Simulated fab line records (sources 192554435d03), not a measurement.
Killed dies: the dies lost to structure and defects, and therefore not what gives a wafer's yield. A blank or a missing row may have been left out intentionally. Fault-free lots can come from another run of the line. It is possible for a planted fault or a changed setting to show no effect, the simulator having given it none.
A lot that was struck, set against a sound lot | flow n5 finfet | 17 steps out of a route of 1938
Sound: the wafers L299.3, L299.4, L299.6. The struck wafers were L301.3, L301.6. Last of all comes the cause.
At each step with rows: each side's tool, then ch and its chambers, then its first start. Under that, the readings that differ: sound wafers | struck wafers | difference of the means | sigmas: that difference in standard deviations of wafers without a fault.
alike: readings whose means differ by less than 2 such deviations, and words and numbers that are the same on both sides. not compared: withheld readings, readings that some wafer has no value for, bounds like >300 that may hide the same value, and numbers for which the record gives no deviation and whose values overlap.
The two part at a step that has a row with sigmas, a row that says differs or no value, or rows on one side only. Numbers that don't overlap but have no deviation are shown without sigmas and don't part them. Lack of a reading on every wafer of one side parts them only where that side has two or more wafers.

first, 1 step without rows for these wafers: N5_DUMMY_GATE_DESCUM_20 (chemistry O2, time 6.2 s).
N5_DUMMY_GATE_ETCH_29: etches underlayer in N2/H2, target depth 13 nm.
  sound on rie diel-04 ch 1,2, day 4 05:02; struck on rie diel-02 ch 1,3, day 4 15:07
  alike: chamber pressure mTorr, drypump motor current A, oes product au, rf vpp V, showerhead plenum p Torr, throttle valve pct
  not compared: rf hours counter h
N5_DUMMY_GATE_ETCH_36: etches SiARC in CF4, target depth 13 nm.
  sound on rie diel-04 ch 1,2, day 4 05:05; struck on rie diel-02 ch 1,3, day 4 15:10
  reading               | sound          | struck    | difference | sigmas
  oes product au (a.u.) | 1.01 0.75 1.01 | 0.73 0.77 | -0.17      | -2
  alike: chamber pressure mTorr, drypump motor current A, rf vpp V, showerhead plenum p Torr, throttle valve pct
  not compared: rf hours counter h
then, 5 steps without rows for these wafers: N5_DUMMY_GATE_ETCH_37 (etches SOC in N2/H2, target depth 60 nm, overetch 30 nm); N5_DUMMY_GATE_STRIP_38 (strips in N2/H2); N5_DUMMY_GATE_STRIP_39 (strips in N2/H2); N5_DUMMY_GATE_TRIM_49 (chemistry O2, time 29 s, target cd 14 nm); N5_DUMMY_GATE_STRIP_40 (strips in CF4).
N5_DUMMY_GATE_CD_MEAS_50: the cd target is 14 nm.
  struck on cd sem-02, day 4 15:26; sound on cd sem-02, day 4 05:22
  alike: cd nm
then, 1 step without rows for these wafers: N5_DUMMY_GATE_ETCH_31 (etches SiO2 in C4F6/O2, target depth 82.5 nm, time 27.5 s).
N5_DUMMY_GATE_STRIP_41: strips in O2.
  sound on rie diel-04 ch 0,2,3, day 4 05:26; struck on rie diel-04 ch 0,2, day 4 15:32
  alike: chamber pressure mTorr, drypump motor current A, oes product au, rf vpp V, showerhead plenum p Torr, throttle valve pct
  not compared: rf hours counter h
N5_DUMMY_GATE_HM_OPEN_21: chemistry CH3F/O2, target SiNx, target depth 120 nm, time 171.4 s.
  sound on rie diel-04 ch 0,2,3, day 4 05:29; struck on rie diel-04 ch 0,2, day 4 15:34
  alike: chamber pressure mTorr, drypump motor current A, oes_ar_750_au, oes product au, rf vpp V, showerhead plenum p Torr, throttle valve pct
  not compared: rf hours counter h
N5_DUMMY_GATE_ETCH_32: etches SiO2 in CF4, target depth 3.5 nm, time 3.9 s.
  sound on rie si-06 ch 2,3, day 4 05:38; struck on rie si-06 ch 0,2, day 4 15:44
  reading                                       | sound             | struck      | difference | sigmas
  oes product au (a.u.)                         | 1.024 1.027 1.021 | 0.783 0.795 | -0.235     | -11
  throttle valve pct (%)                        | 21.7 22.2 22.2    | 21.1 21.6   | -0.7       | -2
  model.SiO2_of_DUMMY_GATE_PECVD_30.thk nm (nm) | 41.6 41.8 42.8    | 43.2 44     | +1.5       |
  model.etch.depth nm (nm)                      | 3.662 3.498 3.458 | 2.228 2.318 | -1.266     |
  alike: chamber pressure mTorr, drypump motor current A
  not compared: rf hours counter h
N5_DUMMY_GATE_ETCH_23: etches poly-Si in HBr/Cl2/O2, target depth 41 nm, time 22.3 s.
  sound on rie si-06 ch 2,3, day 4 05:41; struck on rie si-06 ch 0,2, day 4 15:46
  alike: chamber pressure mTorr, drypump motor current A, oes product au, throttle valve pct
  not compared: rf hours counter h
N5_DUMMY_GATE_ETCH_44: etches poly-Si in HBr/O2, stops on SiO2, target depth 127.5 nm.
  sound on rie si-06 ch 2,3, day 4 05:44; struck on rie si-06 ch 0,2, day 4 15:49
  reading                                       | sound        | struck    | difference | sigmas
  model.SiO2_of_DUMMY_GATE_PECVD_30.thk nm (nm) | 38 38.4 39.2 | 39.6 40.6 | +1.6       |
  alike: chamber pressure mTorr, drypump motor current A, oes product au, throttle valve pct
  not compared: rf hours counter h
N5_DUMMY_GATE_CD_MEAS_24: the cd target is 15 nm.
  struck on cd sem-03, day 4 15:56; sound on cd sem-01, day 4 05:51
  alike: cd nm
-- the record jumps here: 5 days lie between the struck wafers' starts before and after (it left off in module DUMMY_GATE and takes up again in module BEOL_M4, whose first step shown is number 1111 of the route) --
N5_BEOL_M4_RC_MEAS_101:
  sound on prober-01 ch 0, day 9 04:04; struck on prober-02 ch 0, day 9 13:41
  alike: DIBL_N, DIBL_P, IOFF_N, IOFF_P, ION_N, ION_P, SS_N, SS_P, VT_N, VT_P

== WHERE THEY PART ==
Earliest at N5_DUMMY_GATE_ETCH_36; latest, in this record, at N5_DUMMY_GATE_ETCH_32. Later steps at which nothing parts them and some readings are alike: N5_DUMMY_GATE_ETCH_23, N5_DUMMY_GATE_ETCH_44, N5_DUMMY_GATE_CD_MEAS_24, N5_BEOL_M4_RC_MEAS_101.

WHY: what the simulator had put in
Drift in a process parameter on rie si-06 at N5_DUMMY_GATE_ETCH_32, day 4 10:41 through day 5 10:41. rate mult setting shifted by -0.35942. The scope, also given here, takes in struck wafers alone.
